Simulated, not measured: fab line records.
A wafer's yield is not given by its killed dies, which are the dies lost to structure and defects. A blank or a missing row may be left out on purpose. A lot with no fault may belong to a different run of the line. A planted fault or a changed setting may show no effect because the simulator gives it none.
Matching of chambers | flow nandHarc | NHARC_A_CHANNEL_FILL_D1_ALD_14 on aldHk-01: 4 sister chambers
The step deposits SiO2, target thk 2.5 nm, pulse time 10 s, ald cycles 25. 4 wafers are shown with their chamber, then 7 later ones without.

== WAFERS, EACH WITH ITS CHAMBER ==
wafer  | chamber | heaterPowerW (W)
L385.3 | 1       | 443
L386.2 | 3       | 387
L389.3 | 0       | 418
L389.5 | 2       | 576

== WAFERS MISSING THEIR CHAMBER ==
wafer  | heaterPowerW (W)
L389.6 | 452
L390.1 | 387
L390.2 | 422
L390.6 | 376
L391.1 | 416
L391.2 | 591
L391.6 | 437

== CHAMBER TAKEN BY EACH ==
wafer  | from the rows above     | in truth
L389.6 | 1                       | 1
L390.1 | 3                       | 3
L390.2 | 0                       | 0
L390.6 | 3                       | 3
L391.1 | 0                       | 0
L391.2 | 2                       | 2
L391.6 | can't be placed: 1 or 0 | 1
Correct placement for 6 of the 7. Not placeable from these rows: 1 (in 1, the candidates include the true chamber). Wrongly placed: 0.
How it was worked out, from the rows above alone: a wafer's distance from a chamber is the root of the sum, over the readings, of the square of ((its reading less the chamber's mean) divided by the reading's scatter). The wafer belongs to the nearest chamber; if the next one is less than 2 further off, it can't be placed. Each chamber's mean is taken over the wafers shown for it. The scatter: with one shown wafer a chamber, the root of the mean of the squares of how far each hidden wafer lies from its nearest shown one.
